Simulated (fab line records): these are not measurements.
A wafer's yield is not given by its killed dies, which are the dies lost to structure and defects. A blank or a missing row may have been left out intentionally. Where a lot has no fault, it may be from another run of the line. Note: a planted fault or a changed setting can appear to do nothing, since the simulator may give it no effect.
fab line records -- flow n5_finfet
[record] lots = 6, wafers = 17, last_day = 19
route steps=1938 shown BEOL_M9@1419 PASSIVATION@1936
lots that met no fault: taken from a fault-free run of the same line
start_h: the number of hours between the record's first day and the start of the first shown wafer of the lot -- wait_h: hours since the lot's step before -- " as in the row above -- L1.1+2: one row covering several wafers at once -- - no value present, or no start provided -- * or withheld: withheld -- < > ~ a bound
route shown NAME@n: a module of which the file shows steps, and the number in the route of the first -- usual: mean/standard deviation taken from wafers without a fault -- same: alike in all rows -- chamber/n: place in a boat -- sites: the reading at each site -- _std_site: the values' standard deviation -- _edge_site: inner sites' mean taken away from outer sites' mean -- radius_mm: how far each site lies from the wafer's centre -- mask NAME#n: copy n -- behind: the tool/chamber that last shaped the wafer -- hold: why the lot was held/for how many hours/how that ended -- device: which transistor (n, p or np) failed to switch -- end of line: the same wafers' tests at the end of the route -- step lacking rows: just its recipe -- killed: count of dies lost to structure and defects at first sort (not the wafer's yield) -- map: a wafer's dies, x killed, . not, _ none there
set.NAME: the setting the step ran with; set.NAME@STEP: the setting that earlier step ran with -- model.NAME: the simulator's own value behind a step, which no gauge read
a table for each step, a row for each wafer; lots at some steps of the route
services: from which hour (start_h, from the record's first day; less than 0 if before it) a tool's chamber was out of use, for how many hours, and why
[[steps]]
[step N5_BEOL_M9_ETCH_62]
[recipe] chemistry = N2/H2, target = SOC, target_depth_a = 1100, overetch_a = 220, mask_material = SiARC, temp_c = 40, time_s = 165, ion_energy_ev = 200, pressure_mtorr = 30, source_w = 840, bias_w = 150, n2_flow_sccm = 200, h2_flow_sccm = 200
[usual] chamber_pressure_mTorr = 29.998/0.03, drypump_motor_current_A = 5.74/0.28, oes_product_au = 0.66/0.067, rf_vpp_V = 523.2/2.5, showerhead_plenum_p_Torr = 2.52/0.09, throttle_valve_pct = 17.79/0.29
lot.wafer,tool,chamber,start_h,wait_h,chamber_pressure_mTorr,drypump_motor_current_A,oes_product_au,rf_hours_counter_h,rf_vpp_V,showerhead_plenum_p_Torr,throttle_valve_pct
L921.1,rie_diel-01,3,220.78,0.0,29.957,5.86,0.79,11,525.1,2.57,17.20
L921.2,rie_diel-01,1,220.78,0.0,30.010,6.11,0.70,80,523.2,2.59,17.95
L921.5,rie_diel-01,3,220.78,0.0,29.987,5.87,0.79,-,526.1,2.57,17.20
L926.2,rie_diel-05,1,295.24,0.0,30.018,5.19,0.60,205,519.7,2.40,17.94
L926.5,rie_diel-05,1,295.24,0.0,29.944,5.19,0.60,-,520.0,2.40,17.97
L926.6,rie_diel-05,0,295.24,0.0,29.982,5.79,0.61,-,522.4,2.50,17.87
L935.2,rie_diel-06,0,352.06,0.0,30.017,5.89,0.61,195,525.9,2.62,18.00
L935.4,rie_diel-06,3,352.06,0.0,30.027,5.41,0.67,-,526.0,2.67,17.88
L935.6,rie_diel-06,2,352.06,0.0,29.968,6.04,0.60,-,520.7,2.45,18.24
L938.1,rie_diel-05,2,371.92,0.0,29.948,5.65,0.78,26,522.6,2.49,17.79
L938.2,rie_diel-05,1,371.92,0.0,30.074,5.18,0.59,228,521.6,2.39,17.98
L938.6,rie_diel-05,1,371.92,0.0,30.018,5.15,0.59,-,521.4,2.39,17.98
L941.2,rie_diel-05,3,375.70,0.0,29.977,5.76,0.66,144,520.4,2.45,17.59
L941.3,rie_diel-05,2,375.70,0.0,30.017,5.64,0.78,27,522.1,2.49,17.77
L941.4,rie_diel-05,1,375.70,0.0,29.941,5.19,0.59,230,520.7,2.39,17.99
L943.2,rie_diel-05,0,393.29,0.0,30.028,5.80,0.59,246,525.4,2.49,17.92
L943.6,rie_diel-05,1,393.29,0.0,30.004,5.17,0.58,-,520.2,2.38,18.00
[step N5_BEOL_M9_STRIP_68]
[recipe] chemistry = N2/H2, temp_c = 40, n2_flow_sccm = 200, h2_flow_sccm = 200, rf_frequency_hz = 6e+07
[step N5_BEOL_M9_STRIP_67]
[recipe] chemistry = CF4, resist = SiARC, power_w = 300, bias_power_w = 75, pressure_mtorr = 50, cf4_flow_sccm = 150, rf_frequency_hz = 6e+07
[usual] chamber_pressure_mTorr = 50.00/0.047, drypump_motor_current_A = 5.73/0.28, oes_product_au = 0.78/0.079, rf_vpp_V = 270.8/1.6, showerhead_plenum_p_Torr = 1.78/0.06, throttle_valve_pct = 13.59/0.27
lot.wafer,tool,chamber,start_h,wait_h,chamber_pressure_mTorr,drypump_motor_current_A,oes_product_au,rf_hours_counter_h,rf_vpp_V,showerhead_plenum_p_Torr,throttle_valve_pct
L921.1,rie_diel-01,3,220.93,0.0,49.89,5.84,0.93,11,272.7,1.85,13.21
L921.2,rie_diel-01,1,220.93,0.0,49.99,6.12,0.82,80,271.0,1.79,13.43
L921.5,rie_diel-01,3,220.93,0.0,50.06,5.85,0.92,-,270.6,1.85,13.20
L926.2,rie_diel-05,1,295.39,0.0,50.00,5.17,0.71,205,269.5,1.72,14.00
L926.5,rie_diel-05,1,295.39,0.0,50.01,5.18,0.70,-,270.3,1.72,14.00
L926.6,rie_diel-05,0,295.39,0.0,50.00,5.79,0.71,-,273.5,1.77,13.82
L935.2,rie_diel-06,0,352.21,0.0,50.03,5.89,0.71,195,273.0,1.85,13.71
L935.4,rie_diel-06,3,352.21,0.0,49.95,5.42,0.79,-,272.7,1.89,13.73
L935.6,rie_diel-06,2,352.21,0.0,50.06,6.00,0.71,-,269.7,1.72,13.72
L938.1,rie_diel-05,2,372.06,0.0,49.93,5.66,0.91,26,270.1,1.76,13.54
L938.2,rie_diel-05,1,372.06,0.0,49.99,5.21,0.69,228,269.4,1.71,14.05
L938.6,rie_diel-05,1,372.06,0.0,50.01,5.17,0.69,-,267.7,1.71,14.03
L941.2,rie_diel-05,3,375.85,0.0,49.99,5.76,0.78,144,271.3,1.74,13.38
L941.3,rie_diel-05,2,375.85,0.0,50.05,5.65,0.91,27,271.7,1.76,13.55
L941.4,rie_diel-05,1,375.85,0.0,50.03,5.18,0.69,230,269.7,1.71,14.03
L943.2,rie_diel-05,0,393.44,0.0,50.02,5.76,0.69,247,270.3,1.76,13.88
L943.6,rie_diel-05,1,393.44,0.0,49.97,5.18,0.69,-,269.2,1.71,14.06
[step N5_BEOL_M9_HM_OPEN_17]
[recipe] chemistry = Cl2/BCl3, target_depth_a = 200, overetch_a = 60, target = TiN, mask_material = SOC, ion_energy_ev = 150, pressure_mtorr = 10, icp_w = 1000, bias_w = 126, Cl2_flow_sccm = 53.25, bcl3_flow_sccm = 21.75, Ar_flow_sccm = 25
[usual] chamber_pressure_mTorr = 9.999/0.0096, drypump_motor_current_A = 5.6/0.4, oes_product_au = 0.70/0.08, throttle_valve_pct = 22.2/0.31
lot.wafer,tool,chamber,start_h,wait_h,chamber_pressure_mTorr,drypump_motor_current_A,oes_product_au,rf_hours_counter_h,throttle_valve_pct
L921.1,rie_metal-02,1,221.31,0.4,9.999,4.8,0.57,79,22.5
L921.2,rie_metal-02,0,221.31,0.4,10.000,5.8,0.54,124,22.8
L921.5,rie_metal-02,1,221.31,0.4,9.991,4.8,0.58,-,22.5
L926.2,rie_metal-02,0,295.43,0.0,10.006,5.8,0.81,4,22.3
L926.5,rie_metal-02,0,295.43,0.0,10.006,5.8,0.82,-,22.3
L926.6,rie_metal-02,1,295.43,0.0,10.014,4.8,0.56,-,22.5
L935.2,rie_metal-01,0,352.25,0.0,9.987,5.6,0.67,30,22.1
L935.4,rie_metal-01,0,352.25,0.0,9.989,5.6,0.66,-,22.1
L935.6,rie_metal-01,0,352.25,0.0,9.999,5.6,0.67,-,22.1
L938.1,rie_metal-02,1,372.11,0.0,9.992,4.8,0.54,94,22.5
L938.2,rie_metal-02,0,372.11,0.0,10.001,5.8,0.76,10,22.4
L938.6,rie_metal-02,1,372.11,0.0,10.005,4.8,0.55,-,22.5
L941.2,rie_metal-01,0,375.89,0.0,9.990,5.6,0.65,32,22.1
L941.3,rie_metal-01,0,375.89,0.0,9.992,5.6,0.65,-,22.1
L941.4,rie_metal-01,1,375.89,0.0,9.968,6.1,0.72,-,22.3
L943.2,rie_metal-01,1,393.48,0.0,10.000,6.0,0.72,25,22.3
L943.6,rie_metal-01,1,393.48,0.0,9.998,6.0,0.73,-,22.3
[step N5_BEOL_M9_STRIP_19]
[recipe] chemistry = O2, power_w = 400, temp_c = 40, pressure_mtorr = 30, rf_frequency_hz = 6e+07, bias_power_w = 0, overash_fraction = 0.2, o2_flow_sccm = 225
[usual] chamber_pressure_mTorr = 30.00/0.033, drypump_motor_current_A = 5.79/0.29, oes_product_au = 0.78/0.076, rf_vpp_V = 3.6/0.61, showerhead_plenum_p_Torr = 2.08/0.065, throttle_valve_pct = 16.61/0.28
lot.wafer,tool,chamber,start_h,wait_h,chamber_pressure_mTorr,drypump_motor_current_A,oes_product_au,rf_hours_counter_h,rf_vpp_V,showerhead_plenum_p_Torr,throttle_valve_pct
L921.1,rie_diel-06,1,221.42,0.1,29.98,6.23,0.72,221,3.2,1.97,16.45
L921.2,rie_diel-06,3,221.42,0.1,29.99,5.42,0.84,59,3.3,2.18,16.51
L921.5,rie_diel-06,2,221.42,0.1,29.99,6.01,0.77,-,2.9,2.04,16.89
L926.2,rie_diel-01,0,295.54,0.1,30.00,5.67,0.79,103,3.9,2.04,16.35
L926.5,rie_diel-01,1,295.54,0.1,29.96,6.14,0.80,-,4.7,2.09,16.56
L926.6,rie_diel-01,0,295.54,0.1,30.01,5.67,0.79,-,3.2,2.04,16.36
L935.2,rie_diel-05,3,352.50,0.2,30.07,5.76,0.77,136,3.1,2.00,16.31
L935.4,rie_diel-05,0,352.50,0.2,30.02,5.79,0.69,-,4.4,2.07,16.91
L935.6,rie_diel-05,3,352.50,0.2,30.02,5.77,0.78,-,3.3,2.00,16.31
L938.1,rie_diel-05,0,372.22,0.1,29.95,5.76,0.70,240,3.7,2.07,16.94
L938.2,rie_diel-05,1,372.22,0.1,29.99,5.14,0.67,228,3.5,1.99,17.10
L938.6,rie_diel-05,2,372.22,0.1,30.05,5.65,0.93,-,4.6,2.08,16.80
L941.2,rie_diel-05,3,376.00,0.1,30.01,5.77,0.77,144,2.6,2.00,16.33
L941.3,rie_diel-05,1,376.00,0.1,29.99,5.17,0.67,230,3.1,1.99,17.10
L941.4,rie_diel-05,0,376.00,0.1,29.96,5.78,0.69,242,3.2,2.07,16.93
L943.2,rie_diel-01,0,393.59,0.1,30.04,5.67,0.76,134,4.4,2.03,16.38
L943.6,rie_diel-01,2,393.59,0.1,30.01,5.66,0.92,-,3.9,2.14,16.56
[step N5_BEOL_M9_CD_MEAS_18]
[recipe] pitch_nm = 140, target_cd_nm = 70
[usual] cd_nm = 70.0/0.74
lot.wafer,tool,chamber,start_h,wait_h,cd_nm
L921.1,cd_sem-02,-,221.49,0.0,69.4
L921.2,cd_sem-02,-,221.49,0.0,69.1
L921.5,cd_sem-02,-,221.49,0.0,70.3
L926.2,cd_sem-03,-,295.61,0.1,69.5
L926.5,cd_sem-03,-,295.61,0.1,69.4
L926.6,cd_sem-03,-,295.61,0.1,69.7
L935.2,cd_sem-03,-,352.58,0.1,70.2
L935.4,cd_sem-03,-,352.58,0.1,69.7
L935.6,cd_sem-03,-,352.58,0.1,70.5
L938.1,cd_sem-03,-,372.29,0.0,70.5
L938.2,cd_sem-03,-,372.29,0.0,68.8
L938.6,cd_sem-03,-,372.29,0.0,69.3
L941.2,cd_sem-01,-,376.07,0.1,69.6
L941.3,cd_sem-01,-,376.07,0.1,70.6
L941.4,cd_sem-01,-,376.07,0.1,69.8
L943.2,cd_sem-03,-,393.66,0.1,69.5
L943.6,cd_sem-03,-,393.66,0.1,68.8
[step N5_BEOL_M9_COAT_63]
[recipe] resist = SOC, temp_c = 250, time_s = 60, spin_rpm = 1500, resist_thk_nm = 60
[step N5_BEOL_M9_COAT_64]
[recipe] resist = SiARC, temp_c = 220, time_s = 60, spin_rpm = 1500, resist_thk_nm = 12
[step N5_BEOL_M9_COAT_75]
[recipe] resist = underlayer, temp_c = 205, time_s = 60, spin_rpm = 1500, resist_thk_nm = 5
[step N5_BEOL_M9_COAT_22]
[recipe] resist = CAR-EUV, spin_rpm = 1500, resist_thk_nm = 30
[step N5_BEOL_M9_EBR_24]
[recipe] solvent = PGMEA, ebr_width_mm = 1.5
[step N5_BEOL_M9_SOFTBAKE_23]
[recipe] temp_c = 110, time_s = 60, resist = CAR-EUV
[step N5_BEOL_M9_EXPOSE_25]
[recipe] mask_id = V8, na = 0.33, source_shape = annular, sigma_inner = 0.4, sigma_outer = 0.8, polarization = unpolarized, dose_mj = 37.25
lot.wafer,tool,chamber,start_h,wait_h,mask,model.BEOL_M9.overlay_x_nm
L921.1+2+5,euv_scanner-01,0,223.34,-,V8#0,0
L926.2+5+6,euv_scanner-01,0,296.95,-,V8#0,-0.2
L935.2+4+6,euv_scanner-01,0,352.76,-,V8#0,4
L938.1+2+6,euv_scanner-01,0,373.17,-,V8#0,3.6
L941.2+3+4,euv_scanner-02,0,377.37,-,V8#0,0.8
L943.2+6,euv_scanner-02,0,395.50,-,V8#0,-0.4
[step N5_BEOL_M9_PEB_26]
[recipe] peb_temp_c = 100, peb_time_s = 60, resist = CAR-EUV
[step N5_BEOL_M9_DEVELOP_27]
[recipe] develop_time_s = 30, developer = TMAH, resist = CAR-EUV, rinse_liquid = surfactant_rinse, dry = air_spin, dev_temp_c = 23
[step N5_BEOL_M9_CD_MEAS_28]
[recipe] target_cd_nm = 70, landing_energy_ev = 500, detector = se_inlens, polarity = opening
[usual] cd_nm = 69.83/0.27
lot.wafer,tool,chamber,start_h,wait_h,cd_nm
L921.1,cd_sem-01,0,223.47,-,69.85
L921.2,cd_sem-01,0,223.47,-,69.99
L921.5,cd_sem-01,0,223.47,-,70.19
L926.2,cd_sem-02,0,297.07,-,69.26
L926.5,cd_sem-02,0,297.07,-,69.80
L926.6,cd_sem-02,0,297.07,-,69.65
L935.2,cd_sem-03,0,352.88,-,69.81
L935.4,cd_sem-03,0,352.88,-,69.92
L935.6,cd_sem-03,0,352.88,-,70.16
L938.1,cd_sem-02,0,373.30,-,69.84
L938.2,cd_sem-02,0,373.30,-,70.12
L938.6,cd_sem-02,0,373.30,-,70.46
L941.2,cd_sem-01,0,377.49,-,69.73
L941.3,cd_sem-01,0,377.49,-,69.71
L941.4,cd_sem-01,0,377.49,-,69.92
L943.2,cd_sem-01,0,395.63,-,69.37
L943.6,cd_sem-01,0,395.63,-,69.49
[step N5_BEOL_M9_OVL_MEAS_29]
[recipe] points_per_wafer = 522
[usual] V8_OVL = -0.2/0.62
lot.wafer,tool,chamber,start_h,wait_h,V8_OVL[nm]
L921.1,overlay-01,0,223.50,0.0,0.0
L921.2,overlay-01,0,223.50,0.0,0.3
L921.5,overlay-01,0,223.50,0.0,-0.1
L926.2,overlay-01,0,297.11,0.0,0.1
L926.5,overlay-01,0,297.11,0.0,0.1
L926.6,overlay-01,0,297.11,0.0,-1.0
L935.2,overlay-02,0,352.92,0.0,4.2
L935.4,overlay-02,0,352.92,0.0,3.8
L935.6,overlay-02,0,352.92,0.0,3.8
L938.1,overlay-02,0,373.33,0.0,4.4
L938.2,overlay-02,0,373.33,0.0,4.3
L938.6,overlay-02,0,373.33,0.0,3.5
L941.2,overlay-02,0,377.52,0.0,0.2
L941.3,overlay-02,0,377.52,0.0,0.3
L941.4,overlay-02,0,377.52,0.0,0.3
L943.2,overlay-02,0,395.66,0.0,-0.8
L943.6,overlay-02,0,395.66,0.0,-1.2
[step N5_BEOL_M9_INSPECT_30]
[recipe] mode = adi, inspect_instrument = brightfield
[usual] raw_defect_count = 447/110
lot.wafer,tool,chamber,start_h,wait_h,raw_defect_count
L921.1,defect_inspect-02,-,223.56,0.1,383
L921.2,defect_inspect-02,-,223.56,0.1,377
L921.5,defect_inspect-02,-,223.56,0.1,434
L926.2,defect_inspect-02,-,297.16,0.0,720
L926.5,defect_inspect-02,-,297.16,0.0,650
L926.6,defect_inspect-02,-,297.16,0.0,461
L935.2,defect_inspect-02,-,352.97,0.0,444
L935.4,defect_inspect-02,-,352.97,0.0,503
L935.6,defect_inspect-02,-,352.97,0.0,622
L938.1,defect_inspect-01,-,373.39,0.1,521
L938.2,defect_inspect-01,-,373.39,0.1,264
L938.6,defect_inspect-01,-,373.39,0.1,283
L941.2,defect_inspect-01,-,377.58,0.0,457
L941.3,defect_inspect-01,-,377.58,0.0,503
L941.4,defect_inspect-01,-,377.58,0.0,474
L943.2,defect_inspect-01,-,395.72,0.0,569
L943.6,defect_inspect-01,-,395.72,0.0,515
[step N5_PASSIVATION_PROBE_49]
[usual] defect_limited_yield = 91.2/1.4, killed_at_M0_to_M3 = 34/9.3, killed_at_M4_up = 14/5.9, killed_at_contacts = 14/5.7, killed_at_front_end = 38/10, killed_at_other = 4/3.2, killed_dies = 104/17, killed_open = 67/13, killed_short = 33/6.9, sort_bin_4_leakage = 0/3.6, sort_bin_5_function = 5.2/1, sort_bin_6_memory = 3.3/0.61, sort_bin_8_speed = 0.3/1.8, sort_n_pass = 1069/52, sort_yield_pct = 91/4.4
[same] gross_dies = 1180, killed_at_back_side = 0
lot.wafer,tool,chamber,start_h,wait_h,defect_limited_yield[%],killed_at_M0_to_M3,killed_at_M4_up,killed_at_contacts,killed_at_front_end,killed_at_other,killed_dies,killed_open,killed_short,sort_bin_4_leakage[%],sort_bin_5_function[%],sort_bin_6_memory[%],sort_bin_8_speed[%],sort_n_pass,sort_yield_pct[%]
L921.1,prober-01,-,292.10,0.0,90.4,40,9,21,40,3,113,74,37,0,5.5,3.9,0,1067,90
L921.2,prober-01,-,292.15,0.1,91.6,24,3,16,43,13,99,68,30,0,5.3,3.1,0,1081,92
L921.5,prober-01,-,292.30,0.2,90.6,34,10,23,36,8,111,58,50,0,4.8,4.0,6.9,988,84
L935.2,prober-02,-,416.78,0.1,89.9,55,6,23,30,5,119,56,45,0,6.0,3.6,0,1061,90
L935.4,prober-02,-,416.88,0.2,91.6,49,12,12,23,3,99,66,29,0,5.7,2.5,0,1081,92
L935.6,prober-02,-,416.98,0.3,86.4,43,5,26,27,59,160,62,20,0,11.8,1.6,0,1020,86
L938.1,prober-01,-,431.57,0.0,91.8,35,14,10,28,10,97,63,29,0,4.8,2.7,0,1083,92
L938.2,prober-01,-,431.62,0.1,91.9,25,23,7,27,14,96,50,31,0,5.3,2.4,0,1084,92
L938.6,prober-01,-,431.82,0.3,92.2,35,14,12,28,3,92,61,23,0,4.5,2.8,0,1088,92
L941.2,prober-02,-,438.45,0.1,92.4,24,9,15,38,4,90,56,25,0,4.1,3.1,0,1090,92
L941.3,prober-02,-,438.50,0.1,92.5,29,8,18,33,1,89,63,20,0,4.4,2.8,0,1091,92
L941.4,prober-02,-,438.55,0.2,93.1,23,8,8,40,3,82,48,28,0,4.2,2.3,0,1098,93
L943.2,prober-01,-,461.59,0.7,90.0,43,14,13,41,7,118,81,37,0,6.3,3.5,0,1062,90
L943.6,prober-01,-,461.79,0.9,90.8,53,12,5,37,2,109,70,33,0,5.8,3.0,0,1071,91
// killed by level:class
L921.1 MOL_CONTACT_COAG:geometric_particle:open=16 BEOL_M2:geometric_particle:open=10 GATE_CUT:geometric_particle:short=7 FIN_SAQP:geometric_particle:open=6 DUMMY_GATE:geometric_particle:open=6 BEOL_M0_SAQP:geometric_particle:open=6 BEOL_M3:geometric_particle:open=6 MOL_CONTACT_COAG:geometric_particle:short=5
L921.2 MOL_CONTACT_COAG:geometric_particle:open=15 GATE_CUT:geometric_particle:short=8 BEOL_M1:geometric_particle:open=8 DUMMY_GATE:geometric_particle:open=7 PAD_METAL:geometric_particle:short=7 FIN_SAQP:geometric_particle:open=5 STI_FIN_REVEAL:geometric_particle:open=5 PAD_METAL:geometric_particle:open=5
L921.5 MOL_CONTACT_COAG:geometric_particle:open=18 BEOL_M0_SAQP:geometric_particle:short=12 FIN_SAQP:geometric_particle:short=10 GATE_CUT:geometric_particle:short=10 BEOL_M0_SAQP:geometric_particle:open=7 FIN_SAQP:geometric_particle:open=5 MOL_CONTACT_COAG:geometric_particle:short=5 BEOL_M4:geometric_particle:open=5
L935.2 BEOL_M1:geometric_particle:open=20 MOL_CONTACT_COAG:area_etch=15 GATE_CUT:geometric_particle:short=8 BEOL_M0_SAQP:geometric_particle:short=8 BEOL_M2:geometric_particle:open=6 MOL_CONTACT_COAG:geometric_particle:open=5 BEOL_M3:geometric_particle:open=5 FIN_SAQP:geometric_particle:short=4
L935.4 BEOL_M2:geometric_particle:open=12 MOL_CONTACT_COAG:geometric_particle:open=11 BEOL_M0_SAQP:geometric_particle:short=9 STI_FIN_REVEAL:geometric_particle:open=8 BEOL_M3:geometric_particle:open=8 BEOL_M0_SAQP:geometric_particle:open=7 BEOL_M1:geometric_particle:open=5 FIN_SAQP:geometric_particle:open=4
L935.6 PASSIVATION:area_etch=53 MOL_CONTACT_COAG:area_etch=20 BEOL_M0_SAQP:geometric_particle:open=12 BEOL_M1:geometric_particle:open=10 FIN_SAQP:geometric_particle:open=7 BEOL_M0_SAQP:geometric_particle:short=7 MOL_CONTACT_COAG:geometric_particle:open=6 DUMMY_GATE:geometric_particle:open=5
L938.1 BEOL_M3:geometric_particle:open=11 BEOL_M2:geometric_particle:open=10 MOL_CONTACT_COAG:geometric_particle:open=8 BEOL_M4:geometric_particle:open=6 GATE_CUT:geometric_particle:short=5 BEOL_M1:geometric_particle:open=5 FIN_SAQP:geometric_particle:short=4 FIN_SAQP:geometric_particle:open=4
L938.2 PASSIVATION:area_etch=13 MOL_CONTACT_COAG:geometric_particle:open=7 STI_FIN_REVEAL:geometric_particle:open=6 BEOL_M0_SAQP:geometric_particle:short=6 BEOL_M3:geometric_particle:open=6 BEOL_M4:geometric_particle:open=6 FIN_SAQP:geometric_particle:short=5 BEOL_M8:geometric_particle:open=5
L938.6 BEOL_M3:geometric_particle:open=13 MOL_CONTACT_COAG:geometric_particle:open=8 BEOL_M4:geometric_particle:open=7 BEOL_M0_SAQP:geometric_particle:short=5 BEOL_M1:geometric_particle:open=5 BEOL_M3:geometric_particle:short=4 STARTING-WAFER:geometric_particle:short=4 STARTING-WAFER:geometric_particle:open=4
L941.2 MOL_CONTACT_COAG:geometric_particle:open=12 STI_FIN_REVEAL:geometric_particle:open=9 BEOL_M0_SAQP:geometric_particle:short=9 DUMMY_GATE:geometric_particle:open=6 GATE_CUT:geometric_particle:open=6 GATE_CUT:geometric_particle:short=5 BEOL_M2:geometric_particle:open=5 BEOL_M0_SAQP:geometric_particle:open=4
L941.3 MOL_CONTACT_COAG:geometric_particle:open=12 STI_FIN_REVEAL:geometric_particle:open=11 BEOL_M2:geometric_particle:open=8 FIN_SAQP:geometric_particle:open=6 MOL_CONTACT_COAG:geometric_particle:short=5 BEOL_M1:geometric_particle:open=4 BEOL_M0_SAQP:geometric_particle:open=4 GATE_CUT:geometric_particle:open=3
L941.4 STI_FIN_REVEAL:geometric_particle:open=11 BEOL_M0_SAQP:geometric_particle:open=8 STI_FIN_REVEAL:geometric_particle:short=7 MOL_CONTACT_COAG:geometric_particle:open=6 BEOL_M3:geometric_particle:open=6 GATE_CUT:geometric_particle:open=4 GATE_CUT:geometric_particle:short=4 BEOL_M0_SAQP:geometric_particle:short=4
L943.2 FIN_SAQP:geometric_particle:open=16 BEOL_M3:geometric_particle:open=13 MOL_CONTACT_COAG:geometric_particle:open=9 BEOL_M0_SAQP:geometric_particle:open=9 BEOL_M0_SAQP:geometric_particle:short=8 FIN_SAQP:geometric_particle:short=6 BEOL_M2:geometric_particle:open=5 STI_FIN_REVEAL:geometric_particle:open=4
L943.6 BEOL_M3:geometric_particle:open=16 BEOL_M0_SAQP:geometric_particle:open=14 BEOL_M0_SAQP:geometric_particle:short=11 BEOL_M4:geometric_particle:open=7 MOL_CONTACT_COAG:geometric_particle:open=5 FIN_SAQP:geometric_particle:short=4 FIN_SAQP:geometric_particle:open=4 ILD0:geometric_particle:short=4
[[services]]
tool,chamber,start_h,hours,kind
rie_metal-02,-,204.99,0.6,repair
euv_scanner-02,-,210.43,1.0,pm
euv_scanner-01,-,215.95,1.4,repair
rie_metal-01,-,219.62,2.8,pm
rie_diel-01,1,226.27,14.9,repair
rie_diel-01,3,231.16,2.1,repair
euv_scanner-01,-,232.71,1.1,repair
rie_diel-01,1,243.55,4.0,repair
euv_scanner-01,-,244.47,1.0,pm
euv_scanner-02,-,250.68,1.5,repair
euv_scanner-02,-,264.58,4.6,pm
euv_scanner-01,-,276.18,0.6,repair
rie_diel-05,2,283.64,2.9,repair
euv_scanner-02,-,284.74,4.4,repair
rie_diel-05,2,290.80,7.5,repair
euv_scanner-01,-,300.62,1.0,pm
rie_metal-02,0,304.83,6.8,repair
euv_scanner-02,-,322.73,1.0,pm
euv_scanner-02,-,339.38,6.2,repair
rie_diel-05,2,344.91,8.1,repair
rie_diel-01,1,352.91,9.1,repair
euv_scanner-01,-,356.77,1.0,pm
euv_scanner-01,-,358.57,4.6,pm
rie_diel-01,0,360.33,9.2,repair
[[key]]
[first_sign] step = N5_BEOL_M9_OVL_MEAS_29, reading = V8_OVL, direction = up, sigmas = 6.7, usual = -0.2, struck = 4.0
effect none on later readings
[model_effect] step = N5_BEOL_M9_EXPOSE_25, value = BEOL_M9.overlay_x_nm, without = -0.3, struck = 3.8
met_at N5_BEOL_M9_EXPOSE_25
struck_wafers L935.2,L935.4,L935.6,L938.1,L938.2,L938.6
[baseline_loss] step = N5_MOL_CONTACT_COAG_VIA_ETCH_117, wafers = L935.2
[baseline_loss] step = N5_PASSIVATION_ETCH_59, wafers = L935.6
[baseline_loss] step = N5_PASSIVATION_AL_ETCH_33, wafers = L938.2
onset_between 296.95 352.76
[fault] kind = scanner_matching_overlay, tool = euv_scanner-01, chamber = -, onset_h = 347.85, steps = N5_BEOL_M9_EXPOSE_25, offset = 4.0685
// baseline_loss: these wafers lose ten dies or more at that step, a loss of the line's own and not of a fault; the sort's usual values leave them out
